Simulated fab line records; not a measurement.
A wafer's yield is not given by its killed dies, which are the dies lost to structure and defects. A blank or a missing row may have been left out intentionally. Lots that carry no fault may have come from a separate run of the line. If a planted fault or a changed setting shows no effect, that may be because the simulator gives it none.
2 desks, one fault -- flow n5 finfet -- what lay behind the numbers comes last; until then each desk has only its own

== FOR THE TOOL OWNER'S DESK: litho track-03 ==
The tool's own readings at N5_SD_EPI_N_COAT_32 (time 60 s, resist thk 350 nm): means of the sampled wafers that have a number, for each lot that ran on this tool. A lot is out of limits, marked OUT, if its mean lies more than 4 standard deviations from the usual mean; the brackets give that distance.
Columns: A = heater power total W at N5_SD_EPI_N_COAT_32, usual 500.5 W; B = run length s at N5_SD_EPI_N_COAT_32, usual 66.31 s
lot,first seen here,A,B
L881,day 3 20:07,500.7,66.39
L895,day 7 06:34,549.6 (+29) OUT,59.45 (-49) OUT
L897,day 7 18:29,548.5 (+28) OUT,59.44 (-49) OUT
This desk finds L895, L897 out of limits, L895 being first, at day 7 06:34 (heater power total W at N5_SD_EPI_N_COAT_32). L881 stayed within limits.

== FROM THE METROLOGY DESK ==
What the gauges read, lot by lot, whatever tool the lot ran on: means of the sampled wafers that have a number. A lot is out of limits, marked OUT, if its mean lies more than 4 standard deviations from the usual mean; the brackets give that distance. Of its 11 readings 7 are shown: those that lie furthest out on some lot.
Columns: A = SD_N_BLK_OVL at N5_SD_EPI_N_OVL_MEAS_10, usual 0.1 nm; B = DIBL_N at N5_BEOL_M4_RC_MEAS_101, usual 36.2 mV/V; C = DIBL_P at N5_BEOL_M4_RC_MEAS_101, usual 36.3 mV/V; D = IOFF_P at N5_BEOL_M4_RC_MEAS_101, usual 0.210 nA/um; E = ION_P at N5_BEOL_M4_RC_MEAS_101, usual 465 uA/um; F = SS_N at N5_BEOL_M4_RC_MEAS_101, usual 71.4 mV/dec; G = VT_P at N5_BEOL_M4_RC_MEAS_101, usual -250 mV
lot,first seen here,A,B,C,D,E,F,G
L879,day 3 11:22,-0.7,35.4,36.6,0.189,465,71.0,-251
L881,day 3 20:31,-0.6,34.4,34.7,0.189,464,70.5,-251
L882,day 4 00:24,-0.6,36.7,37.3,0.227,465,71.2,-248
L883,day 4 08:49,1.6,37.0,36.4,0.187,460,71.3,-252
L884,day 4 16:40,-0.2,34.7,35.6,0.216,470,71.1,-251
L885,day 4 20:29,0.5,35.5,36.1,0.188,466,71.4,-254
L888,day 5 13:47,1.3,36.0,35.6,0.224,471,71.2,-246
L890,day 6 06:08,0.5,36.2,36.4,0.201,463,71.8,-251
L895,day 7 06:58,0.1,37.9,36.1,0.174,457,71.3,-255
L897,day 7 18:52,-1.2,35.1,36.0,0.213,469,71.1,-248
Finding of this desk: none of the 10 lots has anything out of limits.

== ALL TOGETHER ==
At day 7 06:34, on L895, L897, the tool owner's desk was in a position to raise an alarm.
The metrology desk saw nothing out of limits.
The metrology desk has L895, L897 on record, within its limits.
Of the lots named, all ran N5_SD_EPI_N_COAT_32 on litho track-03.

== WHAT THE SIMULATOR HAD INSERTED ==
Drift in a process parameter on litho track-03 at N5_SD_EPI_N_COAT_32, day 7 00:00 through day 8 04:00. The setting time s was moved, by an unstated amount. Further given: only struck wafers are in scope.
Struck lots among those shown: L895, L897.
Each desk's first reading out of limits, in hours after the fault started: the tool owner's desk, 7.
